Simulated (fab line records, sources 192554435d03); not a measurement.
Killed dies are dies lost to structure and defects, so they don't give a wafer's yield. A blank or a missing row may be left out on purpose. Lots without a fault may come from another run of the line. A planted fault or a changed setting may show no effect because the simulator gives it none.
fab line records | flow n5_finfet
record lots=24 wafers=72 last_day=18
route steps=1938 shown BEOL_M0@734 BEOL_M1@773
lots that met no fault: from a run of the same line without faults
start_h: hours from the record's first day to the start of the lot's first wafer shown | wait_h: hours since the lot's step before | " the same as in the row above | L1.1+2: a row that stands for several wafers | - no value, or no start given | * or withheld: withheld | < > ~ a bound
route shown NAME@n: a module of which the file shows steps, and the number in the route of the first | usual: mean/standard deviation of fault-free wafers | same: alike in all rows | chamber/n: place in a boat | sites: the reading at each site | _std_site: their standard deviation | _edge_site: outer sites' mean less inner sites' | radius_mm: how far each site lies from the wafer's centre | mask NAME#n: copy n | behind: the tool/chamber that last shaped the wafer | hold: why the lot was held/for how many hours/how that ended | device: the transistor (n, p or np) that didn't switch | end of line: the same wafers' tests at the end of the route | a step without rows: its recipe alone | killed: dies lost to structure and defects at the first sort, not the wafer's yield | map: a wafer's dies, x killed, . not, _ none there
set.NAME: the setting as run; set.NAME@STEP: as run at that earlier step | model.NAME: the simulator's own value behind a step, which no gauge read
steps of the route over a sample of lots; a table a step, a row a wafer
services: from which hour (start_h, from the record's first day; less than 0 if before it) a tool's chamber was out of use, for how many hours, and why
## steps
# step N5_BEOL_M0_SPUTTER_116
# recipe material=Cu target_thk_a=40 temp_c=-20 chamber_pressure_pa=0.07 power_w=withheld time_s=7.37
# usual throttle_valve_pct=30.0/0.97
# columns lot.wafer tool chamber start_h wait_h throttle_valve_pct
L074.1 pvd_sputter-02 - 122.15 0.1 29.1
L074.3 " - " " 29.3
L074.4 " - " " 29.3
L075.2 pvd_sputter-01 - 127.76 0.1 31.6
L075.5 " - " " 30.8
L075.6 " - " " 31.8
L076.1 pvd_sputter-01 - 128.24 0.1 29.6
L076.2 " - " " 30.6
L076.4 " - " " 29.6
L077.1 pvd_sputter-03 - 134.58 0.1 31.1
L077.4 " - " " 30.8
L077.5 " - " " 30.7
L078.3 pvd_sputter-03 - 140.99 1.5 28.6
L078.4 " - " " 28.9
L078.5 " - " " 31.2
L079.1 pvd_sputter-02 - 145.84 0.1 29.1
L079.3 " - " " 30.1
L079.4 " - " " 29.3
L080.2 pvd_sputter-02 - 155.05 0.1 29.0
L080.5 " - " " 30.4
L080.6 " - " " 29.1
L081.1 pvd_sputter-03 - 161.18 0.1 31.0
L081.3 " - " " 29.2
L081.4 " - " " 28.3
L082.2 pvd_sputter-02 - 163.59 0.5 29.5
L082.4 " - " " 30.4
L082.5 " - " " 29.2
L083.1 pvd_sputter-01 - 174.34 1.3 29.9
L083.4 " - " " 29.4
L083.5 " - " " 31.7
L084.1 pvd_sputter-02 - 180.80 0.3 28.9
L084.5 " - " " 28.9
L084.6 " - " " 29.4
L085.2 pvd_sputter-03 - 193.66 0.1 31.1
L085.3 " - " " 29.0
L085.4 " - " " 30.9
L086.1 pvd_sputter-03 - 194.10 0.1 30.8
L086.3 " - " " 31.4
L086.5 " - " " 28.6
L087.1 pvd_sputter-01 - 202.17 0.1 30.3
L087.5 " - " " 29.9
L087.6 " - " " 31.8
L088.1 pvd_sputter-02 - 202.22 0.1 29.4
L088.2 " - " " 29.2
L088.5 " - " " 30.3
L089.1 pvd_sputter-03 - 204.66 0.1 28.4
L089.4 " - " " 30.9
L089.5 " - " " 28.3
L090.2 pvd_sputter-01 - 220.53 0.1 31.8
L090.3 " - " " 30.6
L090.5 " - " " 31.7
L092.2 pvd_sputter-02 - 227.77 0.2 29.5
L092.4 " - " " 30.1
L092.5 " - " " 29.4
L093.3 pvd_sputter-03 - 234.32 0.1 28.6
L093.5 " - " " 31.1
L093.6 " - " " 29.3
L094.2 pvd_sputter-03 - 235.54 0.1 31.1
L094.3 " - " " 30.7
L094.5 " - " " 28.3
L095.1 pvd_sputter-03 - 240.62 0.1 29.5
L095.4 " - " " 31.3
L095.6 " - " " 31.1
L096.2 pvd_sputter-03 - 253.21 0.2 28.7
L096.4 " - " " 30.9
L096.5 " - " " 30.7
L097.3 pvd_sputter-03 - 257.53 0.1 28.5
L097.5 " - " " 31.1
L097.6 " - " " 29.2
L091.3 pvd_sputter-01 - 260.03 0.3 30.0
L091.4 " - " " 31.7
L091.5 " - " " 30.6
# step N5_BEOL_M0_ANNEAL_119
# recipe temp_c=225 time_s=90 ambient=N2
# usual wafer_temp_C_max=225.9/0.32
# columns lot.wafer tool chamber start_h wait_h wafer_temp_C_max
L074.1 rtp_anneal-01 0 123.16 0.5 226.3
L074.3 " 0 " " 226.4
L074.4 " 0 " " 226.1
L075.2 rtp_anneal-02 0 128.53 0.3 225.8
L075.5 " 0 " " 225.6
L075.6 " 0 " " 225.8
L076.1 rtp_anneal-01 0 128.88 0.1 226.4
L076.2 " 0 " " 225.8
L076.4 " 0 " " 226.0
L077.1 rtp_anneal-02 0 136.02 0.9 225.6
L077.4 " 0 " " 225.9
L077.5 " 0 " " 225.7
L078.3 rtp_anneal-01 0 141.83 0.3 226.0
L078.4 " 0 " " 226.2
L078.5 " 0 " " 226.1
L079.1 rtp_anneal-02 0 146.42 0.1 225.8
L079.3 " 0 " " 225.4
L079.4 " 0 " " 225.7
L080.2 rtp_anneal-02 0 156.03 0.5 225.6
L080.5 " 0 " " 225.4
L080.6 " 0 " " 225.9
L081.1 rtp_anneal-02 0 161.91 0.2 225.8
L081.3 " 0 " " 225.9
L081.4 " 0 " " 225.7
L082.2 rtp_anneal-02 0 164.19 0.1 225.4
L082.4 " 0 " " 225.8
L082.5 " 0 " " 225.5
L083.1 rtp_anneal-02 0 174.90 0.1 225.9
L083.4 " 0 " " 225.9
L083.5 " 0 " " 225.6
L084.1 rtp_anneal-01 0 181.35 0.1 225.7
L084.5 " 0 " " 225.9
L084.6 " 0 " " 226.2
L085.2 rtp_anneal-01 0 194.26 0.1 226.0
L085.3 " 0 " " 226.7
L085.4 " 0 " " 226.5
L086.1 rtp_anneal-02 0 194.65 0.1 225.7
L086.3 " 0 " " 225.6
L086.5 " 0 " " 225.6
L087.1 rtp_anneal-02 0 203.12 0.5 225.6
L087.5 " 0 " " 225.7
L087.6 " 0 " " 225.8
L088.1 rtp_anneal-01 0 203.15 0.4 226.3
L088.2 " 0 " " 225.6
L088.5 " 0 " " 226.1
L089.1 rtp_anneal-01 0 205.21 0.1 226.1
L089.4 " 0 " " 226.1
L089.5 " 0 " " 225.9
L090.2 rtp_anneal-02 0 221.13 0.1 225.9
L090.3 " 0 " " 226.0
L090.5 " 0 " " 225.7
L092.2 rtp_anneal-01 0 228.37 0.1 226.2
L092.4 " 0 " " 226.3
L092.5 " 0 " " 226.5
L093.3 rtp_anneal-02 0 234.96 0.1 226.0
L093.5 " 0 " " 225.6
L093.6 " 0 " " 225.8
L094.2 rtp_anneal-02 0 236.24 0.2 225.3
L094.3 " 0 " " 225.4
L094.5 " 0 " " 225.8
L095.1 rtp_anneal-02 0 241.17 0.1 225.6
L095.4 " 0 " " 225.8
L095.6 " 0 " " 225.9
L096.2 rtp_anneal-01 0 253.81 0.1 226.1
L096.4 " 0 " " 226.1
L096.5 " 0 " " 226.7
L097.3 rtp_anneal-01 0 258.17 0.1 226.0
L097.5 " 0 " " 225.9
L097.6 " 0 " " 226.8
L091.3 rtp_anneal-01 0 260.88 0.3 226.1
L091.4 " 0 " " 226.2
L091.5 " 0 " " 226.3
# step N5_BEOL_M1_STRIP_66
# recipe chemistry=CF4 resist=SiARC power_w=300 bias_power_w=75 pressure_mtorr=50 cf4_flow_sccm=150 rf_frequency_hz=6e+07
# usual drypump_motor_current_A=5.8/0.51 oes_product_au=0.78/0.07 rf_vpp_V=271.2/1.5 showerhead_plenum_p_Torr=1.80/0.062 throttle_valve_pct=13.68/0.2
# columns lot.wafer tool chamber start_h wait_h drypump_motor_current_A oes_product_au rf_hours_counter_h rf_vpp_V showerhead_plenum_p_Torr throttle_valve_pct
L074.1 rie_diel-03 3 126.28 0.0 5.6 0.72 174 271.5 1.80 13.76
L074.3 " 2 " " 6.1 0.72 210 270.6 1.86 13.93
L074.4 " 1 " " 6.1 0.74 156 271.9 1.79 13.62
L075.2 rie_diel-05 3 132.91 0.0 5.1 0.68 235 269.4 1.70 13.91
L075.5 " 3 " " 5.1 0.68 - 269.9 1.70 13.91
L075.6 " 0 " " 6.8 0.84 - 272.9 1.88 13.35
L076.1 rie_diel-03 0 133.52 0.0 5.9 0.81 85 271.2 1.81 13.54
L076.2 " 3 " " 5.7 0.72 176 269.0 1.80 13.78
L076.4 " 2 " " 6.1 0.72 213 273.0 1.86 13.94
L077.1 rie_diel-03 2 138.75 0.0 6.1 0.73 215 272.0 1.86 13.95
L077.4 " 3 " " 5.7 0.72 178 270.1 1.80 13.78
L077.5 " 0 " " 5.9 0.81 - 271.3 1.81 13.56
L078.3 rie_diel-05 2 145.55 0.0 5.0 0.89 24 271.1 1.76 13.52
L078.4 " 3 " " 5.1 0.68 - 269.3 1.70 13.91
L078.5 " 2 " " 5.0 0.89 - 270.2 1.76 13.53
L079.1 rie_diel-05 2 150.54 0.0 5.1 0.89 26 269.6 1.76 13.52
L079.3 " 3 " " 5.1 0.68 240 270.0 1.70 13.94
L079.4 " 1 " " 5.4 0.77 124 269.3 1.72 13.48
L080.2 rie_diel-06 0 158.70 0.0 5.8 0.70 233 272.5 1.85 14.17
L080.5 " 1 " " 6.3 0.77 - 272.8 1.86 13.83
L080.6 " 2 " " 5.4 0.71 - 270.7 1.70 13.83
L081.1 rie_diel-05 0 165.59 0.0 6.8 0.83 90 273.4 1.88 13.41
L081.3 " 2 " " 5.0 0.88 33 270.7 1.76 13.54
L081.4 " 3 " " 5.1 0.67 247 267.5 1.70 13.93
L082.2 rie_diel-05 3 166.71 0.0 5.1 0.67 248 267.4 1.70 13.95
L082.4 " 2 " " 5.0 0.88 34 270.6 1.76 13.56
L082.5 " 0 " " 6.8 0.82 - 272.5 1.88 13.39
L083.1 rie_diel-05 2 179.22 0.0 5.1 0.87 40 270.9 1.75 13.57
L083.4 " 1 " " 5.4 0.75 - 269.8 1.71 13.51
L083.5 " 0 " " 6.8 0.82 - 272.9 1.88 13.41
L084.1 rie_diel-06 2 185.08 0.0 5.4 0.71 241 268.1 1.70 13.84
L084.5 " 2 " " 5.5 0.71 - 269.9 1.70 13.86
L084.6 " 3 " " 5.9 0.84 - 272.1 1.74 13.60
L085.2 rie_diel-03 0 198.86 0.0 5.9 0.80 95 269.2 1.81 13.59
L085.3 " 2 " " 6.1 0.71 222 271.1 1.86 13.95
L085.4 " 3 " " 5.6 0.72 185 271.3 1.80 13.80
L086.1 rie_diel-03 3 199.09 0.0 5.6 0.72 185 270.9 1.80 13.79
L086.3 " 1 " " 6.1 0.73 168 271.7 1.79 13.62
L086.5 " 1 " " 6.1 0.74 - 270.8 1.78 13.62
L087.1 rie_diel-06 3 206.22 0.0 5.9 0.83 90 269.0 1.74 13.63
L087.5 " 2 " " 5.4 0.70 - 269.3 1.69 13.87
L087.6 " 1 " " 6.4 0.75 - 272.0 1.85 13.88
L088.1 rie_diel-05 1 206.26 0.0 5.4 0.76 144 270.8 1.71 13.54
L088.2 " 0 " " 6.8 0.81 108 272.0 1.88 13.43
L088.5 " 0 " " 6.8 0.81 - 273.6 1.88 13.43
L089.1 rie_diel-05 1 208.03 0.0 5.4 0.75 145 269.2 1.71 13.52
L089.4 " 0 " " 6.8 0.81 109 273.0 1.88 13.43
L089.5 " 0 " " 6.8 0.81 - 273.1 1.88 13.43
L090.2 rie_diel-06 1 223.88 0.0 6.3 0.75 169 272.1 1.85 13.92
L090.3 " 3 " " 5.9 0.82 97 269.9 1.74 13.63
L090.5 " 1 " " 6.3 0.75 - 273.1 1.85 13.90
L092.2 rie_diel-03 1 233.41 0.0 6.1 0.73 179 269.8 1.78 13.64
L092.4 " 3 " " 5.7 0.71 194 271.5 1.80 13.82
L092.5 " 2 " " 6.1 0.71 - 272.3 1.86 13.97
L093.3 rie_diel-05 0 237.18 0.0 6.8 0.80 118 272.3 1.87 13.45
L093.5 " 3 " " 5.1 0.91 - 273.5 1.91 13.39
L093.6 " 0 " " 6.8 0.80 - 273.6 1.87 13.45
L094.2 rie_diel-03 0 239.80 0.0 5.9 0.79 109 272.9 1.81 13.61
L094.3 " 3 " " 5.6 0.71 196 272.3 1.80 13.82
L094.5 " 0 " " 5.9 0.79 - 271.8 1.81 13.59
L095.1 rie_diel-06 1 243.58 0.0 6.3 0.74 176 272.7 1.85 13.91
L095.4 " 1 " " 6.3 0.74 - 272.4 1.85 13.90
L095.6 " 0 " " 5.8 0.93 - 271.7 1.84 13.68
L096.2 rie_diel-03 3 255.97 0.0 5.7 0.71 200 272.7 1.79 13.84
L096.4 " 2 " " 6.1 0.70 239 271.6 1.85 14.01
L096.5 " 2 " " 6.1 0.70 - 271.6 1.85 14.01
L097.3 rie_diel-03 3 260.46 0.0 5.6 0.71 202 270.5 1.79 13.85
L097.5 " 0 " " 5.9 0.77 - 272.0 1.80 13.62
L097.6 " 1 " " 6.1 0.72 - 271.8 1.78 13.67
L091.3 rie_diel-06 3 264.02 0.0 5.9 0.81 110 271.1 1.74 13.66
L091.4 " 0 " " 5.8 0.89 17 272.6 1.84 13.67
L091.5 " 0 " " 5.8 0.91 - 272.2 1.84 13.68
# step N5_BEOL_M1_STRIP_19
# recipe chemistry=O2 power_w=400 temp_c=40 pressure_mtorr=30 rf_frequency_hz=6e+07 bias_power_w=0 overash_fraction=0.2 o2_flow_sccm=225
# usual drypump_motor_current_A=5.8/0.54 oes_product_au=0.80/0.078 rf_vpp_V=3.7/0.51 showerhead_plenum_p_Torr=2.11/0.085 throttle_valve_pct=16.73/0.19
# columns lot.wafer tool chamber start_h wait_h drypump_motor_current_A oes_product_au rf_hours_counter_h rf_vpp_V showerhead_plenum_p_Torr throttle_valve_pct
L074.1 rie_diel-03 1 126.54 0.2 6.1 0.75 156 5.2 2.10 16.74
L074.3 " 3 " " 5.6 0.74 174 3.4 2.07 16.71
L074.4 " 0 " " 5.9 0.83 83 3.6 2.15 16.81
L075.2 rie_diel-03 1 133.23 0.2 6.1 0.75 158 3.7 2.10 16.74
L075.5 " 3 " " 5.6 0.74 - 3.5 2.07 16.70
L075.6 " 0 " " 5.9 0.82 - 3.5 2.15 16.83
L076.1 rie_diel-03 3 133.67 0.1 5.6 0.74 176 4.0 2.07 16.70
L076.2 " 1 " " 6.1 0.75 159 4.6 2.10 16.74
L076.4 " 0 " " 5.9 0.82 86 4.2 2.15 16.81
L077.1 rie_diel-05 0 138.99 0.2 6.8 0.87 81 2.9 2.21 16.45
L077.4 " 1 " " 5.3 0.78 122 4.2 2.00 16.52
L077.5 " 0 " " 6.8 0.86 - 3.9 2.21 16.46
L078.3 rie_diel-03 3 145.70 0.1 5.6 0.72 179 3.2 2.07 16.70
L078.4 " 2 " " 6.1 0.71 217 3.1 2.17 16.99
L078.5 " 2 " " 6.1 0.71 - 3.7 2.17 16.99
L079.1 rie_diel-06 1 150.92 0.3 6.3 0.78 142 3.7 2.19 17.03
L079.3 " 3 " " 5.9 0.86 65 4.0 2.03 16.60
L079.4 " 2 " " 5.5 0.72 223 2.9 1.97 16.84
L080.2 rie_diel-05 3 158.86 0.1 5.1 0.67 244 3.8 1.98 16.94
L080.5 " 1 " " 5.4 0.78 - 4.0 2.00 16.54
L080.6 " 0 " " 6.8 0.85 - 3.2 2.21 16.49
L081.1 rie_diel-06 1 165.84 0.2 6.3 0.77 149 4.0 2.19 17.02
L081.3 " 0 " " 5.8 0.70 236 2.8 2.14 17.17
L081.4 " 3 " " 5.9 0.86 72 2.9 2.02 16.62
L082.2 rie_diel-05 2 166.89 0.1 5.1 0.87 34 3.8 2.06 16.73
L082.4 " 3 " " 5.1 0.67 248 3.7 1.97 16.98
L082.5 " 0 " " 6.8 0.85 - 4.1 2.21 16.48
L083.1 rie_diel-05 2 179.74 0.4 5.1 0.89 40 3.9 2.05 16.74
L083.4 " 0 " " 6.8 0.84 - 4.1 2.21 16.51
L083.5 " 2 " " 5.0 0.88 - 3.9 2.05 16.76
L084.1 rie_diel-05 2 185.33 0.2 5.0 0.87 44 4.1 2.05 16.77
L084.5 " 0 " " 6.8 0.84 - 4.7 2.21 16.50
L084.6 " 2 " " 5.0 0.86 - 3.0 2.05 16.76
L085.2 rie_diel-06 2 199.02 0.1 5.5 0.70 246 3.6 1.97 16.88
L085.3 " 3 " " 5.9 0.83 87 5.3 2.02 16.64
L085.4 " 2 " " 5.4 0.71 - 3.8 1.97 16.88
L086.1 rie_diel-06 3 199.24 0.1 5.9 0.84 87 3.3 2.02 16.63
L086.3 " 1 " " 6.3 0.77 160 4.0 2.18 17.07
L086.5 " 3 " " 5.9 0.84 - 4.7 2.02 16.65
L088.1 rie_diel-05 3 206.41 0.1 5.1 0.96 5 3.6 2.23 16.50
L088.2 " 0 " " 6.8 0.83 108 3.7 2.20 16.52
L088.5 " 0 " " 6.8 0.82 - 4.1 2.20 16.52
L087.1 rie_diel-05 2 206.46 0.2 5.1 0.85 52 3.3 2.05 16.79
L087.5 " 1 " " 5.4 0.77 - 3.9 1.99 16.58
L087.6 " 0 " " 6.8 0.82 - 3.4 2.20 16.52
L089.1 rie_diel-03 3 208.18 0.1 5.6 0.72 187 3.8 2.07 16.73
L089.4 " 1 " " 6.1 0.74 172 2.9 2.10 16.76
L089.5 " 0 " " 5.9 0.81 - 2.9 2.14 16.85
L090.2 rie_diel-06 1 224.04 0.1 6.3 0.76 169 3.5 2.18 17.08
L090.3 " 0 " " 5.8 0.98 3 3.5 2.14 16.73
L090.5 " 3 " " 5.9 0.83 - 4.1 2.02 16.66
L092.2 rie_diel-06 2 233.62 0.1 5.4 0.97 1 3.9 2.23 16.39
L092.4 " 0 " " 5.8 0.95 7 2.7 2.14 16.72
L092.5 " 2 " " 5.4 0.97 - 3.2 2.23 16.38
L093.3 rie_diel-05 3 237.33 0.1 5.1 0.95 13 2.7 2.23 16.50
L093.5 " 2 " " 5.0 0.84 - 5.0 2.05 16.78
L093.6 " 3 " " 5.1 0.94 - 4.0 2.23 16.51
L094.2 rie_diel-03 3 239.95 0.1 5.6 0.71 196 3.6 2.07 16.73
L094.3 " 2 " " 6.1 0.70 234 3.2 2.16 17.03
L094.5 " 3 " " 5.6 0.72 - 3.8 2.07 16.75
L095.1 rie_diel-03 1 243.73 0.1 6.1 0.73 183 4.3 2.10 16.78
L095.4 " 2 " " 6.1 0.70 235 2.7 2.16 17.02
L095.6 " 2 " " 6.1 0.70 - 3.4 2.16 17.01
L096.2 rie_diel-06 3 256.12 0.1 5.9 0.80 107 4.0 2.01 16.69
L096.4 " 1 " " 6.3 0.74 180 3.7 2.18 17.09
L096.5 " 1 " " 6.3 0.74 - 3.9 2.18 17.10
L097.3 rie_diel-05 1 260.62 0.1 5.4 0.75 161 3.6 1.99 16.61
L097.5 " 0 " " 6.8 0.81 - 3.7 2.20 16.55
L097.6 " 3 " " 5.1 0.93 - 3.3 2.23 16.53
L091.3 rie_diel-05 1 264.17 0.1 5.4 0.76 162 4.8 1.99 16.61
L091.4 " 2 " " 5.1 0.84 69 4.6 2.04 16.82
L091.5 " 3 " " 5.1 0.93 - 3.8 2.23 16.51
# step N5_BEOL_M1_ALD_98
# recipe material=SiO2 target_thk_a=25 temp_c=100 ald_precursor_family=BDEAS ald_co_reactant=O2-plasma pulse_time_s=1 co_reactant_pulse_time_s=1 purge_time_s=2 co_reactant_purge_time_s=2 ald_cycles=17 pressure_torr=2
# usual heater_power_w=83/7.2 precursor_pulse_height_rel=1.000/0.021
# same ald_cycles=17
# columns lot.wafer tool chamber start_h wait_h heater_power_w precursor_pulse_height_rel
L074.1 ald_sin-04 0 127.61 0.3 75 0.929
L074.3 " 2 " " 95 1.021
L074.4 " 3 " " 92 1.030
L075.2 ald_sin-04 0 134.00 0.1 77 1.000
L075.5 " 3 " " 88 0.979
L075.6 " 2 " " 92 0.962
L076.1 ald_sin-01 1 134.96 0.2 74 0.964
L076.2 " 0 " " 87 0.993
L076.4 " 1 " " 74 1.008
L077.1 ald_sin-04 1 140.20 0.5 82 1.043
L077.4 " 3 " " 89 1.007
L077.5 " 0 " " 75 1.008
L078.3 ald_sin-04 0 146.35 0.1 78 1.003
L078.4 " 1 " " 79 1.000
L078.5 " 0 " " 75 1.008
L079.1 ald_sin-04 1 152.21 0.1 82 1.009
L079.3 " 2 " " 94 0.985
L079.4 " 0 " " 76 1.042
L080.2 ald_sin-01 0 159.82 0.1 84 0.996
L080.5 " 0 " " 86 1.000
L080.6 " 3 " " 80 1.017
L081.1 ald_sin-04 3 166.52 0.1 91 0.990
L081.3 " 1 " " 80 0.969
L081.4 " 2 " " 95 1.002
L082.2 ald_sin-04 3 167.75 0.1 89 1.038
L082.4 " 0 " " 77 1.014
L082.5 " 0 " " 75 1.027
L083.1 ald_sin-01 1 181.44 0.1 76 1.005
L083.4 " 0 " " 88 0.999
L083.5 " 0 " " 88 0.995
L084.1 ald_sin-01 2 186.74 0.7 91 1.004
L084.5 " 2 " " 94 1.009
L084.6 " 3 " " 82 0.992
L085.2 ald_sin-04 3 199.66 0.1 90 1.020
L085.3 " 1 " " 76 1.008
L085.4 " 2 " " 90 0.983
L086.1 ald_sin-01 0 200.12 0.1 88 0.974
L086.3 " 3 " " 81 0.988
L086.5 " 0 " " 89 1.022
L088.1 ald_sin-04 3 207.06 0.1 88 1.011
L088.2 " 2 " " 93 1.002
L088.5 " 1 " " 77 0.995
L087.1 ald_sin-04 2 207.31 0.1 91 0.979
L087.5 " 0 " " 72 1.015
L087.6 " 3 " " 91 1.013
L089.1 ald_sin-02 3 208.95 0.1 79 0.973
L089.4 " 2 " " 71 1.010
L089.5 " 3 " " 78 0.980
L090.2 ald_sin-02 3 224.81 0.1 77 1.045
L090.3 " 2 " " 74 1.009
L090.5 " 1 " " 79 1.012
L092.2 ald_sin-01 0 234.36 0.2 88 0.959
L092.4 " 1 " " 73 1.030
L092.5 " 3 " " 82 1.024
L093.3 ald_sin-01 1 237.99 0.1 75 0.989
L093.5 " 3 " " 82 1.008
L093.6 " 2 " " 93 1.002
L094.2 ald_sin-01 1 240.72 0.1 76 0.994
L094.3 " 2 " " 93 1.011
L094.5 " 1 " " 75 0.972
L095.1 ald_sin-01 2 244.50 0.1 94 0.996
L095.4 " 1 " " 75 1.030
L095.6 " 0 " " 83 0.998
L096.2 ald_sin-02 0 256.76 0.1 84 0.997
L096.4 " 2 " " 72 1.015
L096.5 " 0 " " 84 1.010
L097.3 ald_sin-01 3 262.01 0.7 81 1.012
L097.5 " 1 " " 74 0.996
L097.6 " 2 " " 94 1.023
L091.3 ald_sin-04 0 264.95 0.1 71 1.014
L091.4 " 3 " " 88 1.025
L091.5 " 2 " " 92 0.940
# step N5_BEOL_M1_DEGAS_44
# recipe ambient=vacuum temp_c=250 time_s=60
# usual heater_power_w=326/39
# columns lot.wafer tool chamber start_h wait_h heater_power_w
L074.1 pvd_sputter-02 - 129.27 0.0 300
L074.3 " - " " 407
L074.4 " - " " 305
L075.2 pvd_sputter-01 - 134.85 0.1 378
L075.5 " - " " 382
L075.6 " - " " 294
L076.1 pvd_sputter-01 - 138.22 0.1 390
L076.2 " - " " 315
L076.4 " - " " 298
L077.1 pvd_sputter-01 - 141.53 0.4 309
L077.4 " - " " 313
L077.5 " - " " 312
L078.3 pvd_sputter-02 - 149.43 2.1 306
L078.4 " - " " 299
L078.5 " - " " 412
L079.1 pvd_sputter-01 - 155.11 0.0 311
L079.3 " - " " 316
L079.4 " - " " 310
L080.2 pvd_sputter-02 - 161.57 0.7 309
L080.5 " - " " 310
L080.6 " - " " 410
L081.1 pvd_sputter-02 - 172.03 0.3 415
L081.3 " - " " 305
L081.4 " - " " 317
L082.2 pvd_sputter-02 - 179.56 0.4 416
L082.4 " - " " 302
L082.5 " - " " 294
L083.1 pvd_sputter-03 - 189.80 0.4 328
L083.4 " - " " 333
L083.5 " - " " 339
L084.1 pvd_sputter-02 - 195.05 0.4 304
L084.5 " - " " 317
L084.6 " - " " 416
L085.2 pvd_sputter-02 - 201.80 0.1 297
L085.3 " - " " 312
L085.4 " - " " 406
L086.1 pvd_sputter-01 - 207.67 0.2 382
L086.3 " - " " 313
L086.5 " - " " 291
L087.1 pvd_sputter-01 - 212.03 0.5 305
L087.5 " - " " 309
L087.6 " - " " 298
L088.1 pvd_sputter-03 - 215.01 0.5 337
L088.2 " - " " 321
L088.5 " - " " 335
L089.1 pvd_sputter-03 - 215.17 0.7 322
L089.4 " - " " 324
L089.5 " - " " 290
L090.2 pvd_sputter-03 - 226.38 0.3 307
L090.3 " - " " 328
L090.5 " - " " 310
L092.2 pvd_sputter-01 - 235.92 0.4 321
L092.4 " - " " 311
L092.5 " - " " 294
L093.3 pvd_sputter-01 - 239.55 0.7 310
L093.5 " - " " 320
L093.6 " - " " 312
L094.2 pvd_sputter-02 - 247.34 1.5 308
L094.3 " - " " 408
L094.5 " - " " 303
L095.1 pvd_sputter-02 - 250.14 0.3 314
L095.4 " - " " 411
L095.6 " - " " 307
L096.2 pvd_sputter-01 - 259.03 0.3 316
L096.4 " - " " 307
L096.5 " - " " 378
L097.3 pvd_sputter-01 - 270.85 0.3 316
L097.5 " - " " 315
L097.6 " - " " 319
L091.3 pvd_sputter-01 - 274.29 0.2 304
L091.4 " - " " 296
L091.5 " - " " 315
## services
# columns tool chamber start_h hours kind
pvd_sputter-03 - 108.54 2.4 repair
rie_diel-03 1 111.25 11.3 repair
rie_diel-05 1 140.23 4.2 repair
rie_diel-05 0 144.19 3.1 repair
ald_sin-02 1 147.49 30.3 repair
rie_diel-03 1 156.24 7.0 repair
rie_diel-03 2 158.64 5.7 repair
rie_diel-06 1 171.06 6.3 repair
ald_sin-04 - 179.17 14.0 pm
rie_diel-05 1 185.48 11.0 repair
rie_diel-03 3 202.61 2.6 repair
ald_sin-02 - 204.54 1.3 repair
pvd_sputter-02 - 205.02 2.0 repair
ald_sin-01 3 221.07 12.6 repair
ald_sin-04 2 221.14 22.1 repair
ald_sin-02 0 223.70 10.9 repair
ald_sin-02 2 230.30 7.8 repair
rie_diel-06 - 230.51 0.5 repair
ald_sin-04 - 237.28 0.9 repair
rie_diel-06 2 237.70 13.5 repair
ald_sin-01 - 241.11 2.8 pm
pvd_sputter-01 - 246.25 3.0 repair
ald_sin-01 - 248.00 2.7 repair
ald_sin-01 - 268.26 14.0 pm
## key
fault none
